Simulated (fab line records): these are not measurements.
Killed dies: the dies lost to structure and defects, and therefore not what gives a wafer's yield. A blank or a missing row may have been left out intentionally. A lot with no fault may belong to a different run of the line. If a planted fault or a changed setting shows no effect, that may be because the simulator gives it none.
Lot-split experiment    flow n5_finfet    21 wafers read across 7 lots, on a route 1938 steps long

## SPLIT DETAILS
At N5_BEOL_M7_PECVD_70 (deposits SiO2 from TEOS/O2, target thk 20 nm, time 22.7 s), the setting time_s was moved away from the recipe's 22.7 s on 5 of the 21 wafers read, by -14.0% to +9.6%. The other wafers ran this setting at the recipe's value.

## FROM THE SPLIT TO THE READING: what the file shows between them, 3 steps
- N5_BEOL_M7_HM_DEP_02: deposits TiN, target thk 20 nm
- N5_BEOL_M7_COAT_59: time 60 s, resist thk 100 nm
- N5_BEOL_M7_STRIP_80: strips in N2/H2, time 10 s

## THE READING
SiO2_of_BEOL_M7_PECVD_70.thk_nm (the simulator's own value, which no gauge read), in nm, at N5_BEOL_M7_HM_STRIP_39 (strips TiN in peroxide tin strip, target depth 25 nm, time 158 s). No usual value for it is given in the file. Here, 16 wafers ran the recipe; their average is 19.9 nm with a standard deviation of 0.39 nm.

wafer   tool, chamber at the split  time_s as run, s  against the recipe  SiO2_of_BEOL_M7_PECVD_70.thk_nm, nm  against lot-mates on the recipe
L074.1  pecvd-02, 0                 24.89             +9.6%               21.6                                 +1.0
L074.4  pecvd-02, 0                 24.89             +9.6%               21.8                                 +1.2
L074.5  pecvd-02, 1                 22.7              recipe              20.6                                 -
L080.2  pecvd-02, 1                 22.7              recipe              19.8                                 -
L080.3  pecvd-02, 0                 24.29             +7.0%               21.6                                 +1.7
L080.6  pecvd-02, 2                 22.7              recipe              20                                   -
L088.1  pecvd-04, 0                 22.7              recipe              19                                   -
L088.3  pecvd-04, 2                 22.7              recipe              19.6                                 -
L088.4  pecvd-04, 2                 23.73             +4.5%               20.8                                 +1.5
L089.2  pecvd-04, 1                 22.7              recipe              19.8                                 -
L089.4  pecvd-04, 1                 22.7              recipe              20.6                                 -
L089.5  pecvd-04, 0                 22.7              recipe              19.6                                 -
L090.1  pecvd-03, 1                 22.7              recipe              19.6                                 -
L090.4  pecvd-03, 0,2               22.7              recipe              19.8                                 -
L090.6  pecvd-03, 0,2               22.7              recipe              20                                   -
L091.1  pecvd-03, 1                 22.7              recipe              20.2                                 -
L091.4  pecvd-03, 1                 22.7              recipe              20.2                                 -
L091.2  pecvd-03, 0                 22.7              recipe              19.6                                 -
L095.2  pecvd-02, 1                 22.7              recipe              19.8                                 -
L095.4  pecvd-02, 2                 22.7              recipe              20                                   -
L095.5  pecvd-02, 0                 19.52             -14.0%              17.4                                 -2.5
Where a row lists several chambers, the file gives one row for several wafers and doesn't say which wafer went through which chamber.

FIT RESULTS
A straight line over all 21 wafers: SiO2_of_BEOL_M7_PECVD_70.thk_nm changes by +0.189 nm for each +1% of time_s; r = +0.93; the points scatter about the line by 0.37 nm.
The same after taking each lot's own level away (the mean of its wafers on the recipe; 21 wafers): +0.166 nm for each +1%; r = +0.91; scatter 0.36 nm.
On that fit, the largest move of time_s shifts the reading by 2.3 nm.
The span of the lots' own levels, 19.30 to 20.60 nm, comes to 3.4 times the standard deviation stated above.
In other words, the slope is changed by the lot-to-lot level; the two fits disagree.
Check: with one of the wafers moved furthest among these (-14.0%) left out of the fit, the line predicts -2.09 nm for it against its lot-mates. Against them it came out at -2.5 nm.

## THE OTHER SPLITS THESE WAFERS WENT THROUGH
These wafers also went through other splits before the reading. Each is held against what the fit with the lots' levels taken away leaves over:
other split on the same wafers  wafers away from the commonest value  r with SiO2_of_BEOL_M7_PECVD_70.thk_nm (lot level and that fit taken away)
N5_BEOL_M4_EXPOSE_25 dose_mj    2                                     +0.29
N5_BEOL_M5_PECVD_70 temp_c      4                                     +0.38
N5_BEOL_M5_COAT_05 spin_rpm     11                                    +0.13
N5_BEOL_M5_ETCH_72 bias_w       8                                     -0.29
N5_BEOL_M5_COAT_22 spin_rpm     4                                     -0.35
N5_BEOL_M6_COAT_22 spin_rpm     9                                     -0.03
N5_BEOL_M6_DESCUM_33 time_s     9                                     +0.22

## THE WHOLE CHAIN: every reading that the file lists as answering this split, in the file's order
step                    what it does                                                      reading                                                                           change (the file's fit)                r (the file's)
N5_BEOL_M7_PECVD_70     deposits SiO2 from TEOS/O2, target thk 20 nm, time 22.7 s         SiO2_of_BEOL_M7_PECVD_70.thk_nm (the simulator's own value, which no gauge read)  +0.175 nm for each +1% of the setting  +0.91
N5_BEOL_M7_HM_STRIP_39  strips TiN in peroxide tin strip, target depth 25 nm, time 158 s  SiO2_of_BEOL_M7_PECVD_70.thk_nm (the simulator's own value, which no gauge read)  +0.179 nm for each +1% of the setting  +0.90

## FILE'S OWN FIT
SiO2_of_BEOL_M7_PECVD_70.thk_nm changes by +0.179 nm for each +1% of time_s, r = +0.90.
